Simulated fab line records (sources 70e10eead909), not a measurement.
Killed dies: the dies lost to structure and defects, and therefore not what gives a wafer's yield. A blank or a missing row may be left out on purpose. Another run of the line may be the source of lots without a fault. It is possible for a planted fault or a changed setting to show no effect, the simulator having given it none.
Chamber matching || flow nand harc || NHARC_A_BONDPAD_DESCUM_11 on rie diel-10 has 4 sister chambers
The step chemistry O2, time 3 s. 4 wafers are shown with their chamber, then 8 later ones without.

== WAFERS, EACH WITH ITS CHAMBER ==
{"wafer": "L652.1", "chamber": 2, "drypump motor current A (A)": 5.6}
{"wafer": "L652.3", "chamber": 1, "drypump motor current A (A)": 6.7}
{"wafer": "L652.4", "chamber": 0, "drypump motor current A (A)": 6.2}
{"wafer": "L653.3", "chamber": 3, "drypump motor current A (A)": 6.3}

== WAFERS WHOSE CHAMBER IS MISSING ==
{"wafer": "L653.4", "drypump motor current A (A)": 5.5}
{"wafer": "L653.5", "drypump motor current A (A)": 6.2}
{"wafer": "L655.3", "drypump motor current A (A)": 6.3}
{"wafer": "L655.5", "drypump motor current A (A)": 6.3}
{"wafer": "L655.6", "drypump motor current A (A)": 6.2}
{"wafer": "L656.1", "drypump motor current A (A)": 5.5}
{"wafer": "L656.5", "drypump motor current A (A)": 6.3}
{"wafer": "L656.6", "drypump motor current A (A)": 5.6}

== WHICH CHAMBER EACH ONE RAN IN ==
{"wafer": "L653.4", "from the rows above": 2, "in truth": 2}
{"wafer": "L653.5", "from the rows above": 0, "in truth": 0}
{"wafer": "L655.3", "from the rows above": 3, "in truth": 3}
{"wafer": "L655.5", "from the rows above": 3, "in truth": 3}
{"wafer": "L655.6", "from the rows above": 0, "in truth": 0}
{"wafer": "L656.1", "from the rows above": 2, "in truth": 2}
{"wafer": "L656.5", "from the rows above": 3, "in truth": 3}
{"wafer": "L656.6", "from the rows above": 2, "in truth": 2}
Correctly placed: 8 of 8. Left unplaced by these rows: 0. Placed wrongly: 0.
How it was worked out, from the rows above alone: a wafer's distance from a chamber is the root of the sum, over the readings, of the square of ((its reading less the chamber's mean) divided by the reading's scatter). The wafer belongs to the nearest chamber; if the next one is less than 2 further off, it can't be placed. Each chamber's mean is taken over the wafers shown for it. The scatter (one wafer shown for each chamber): square how far every hidden wafer sits from the nearest shown wafer, average those squares and take the square root.
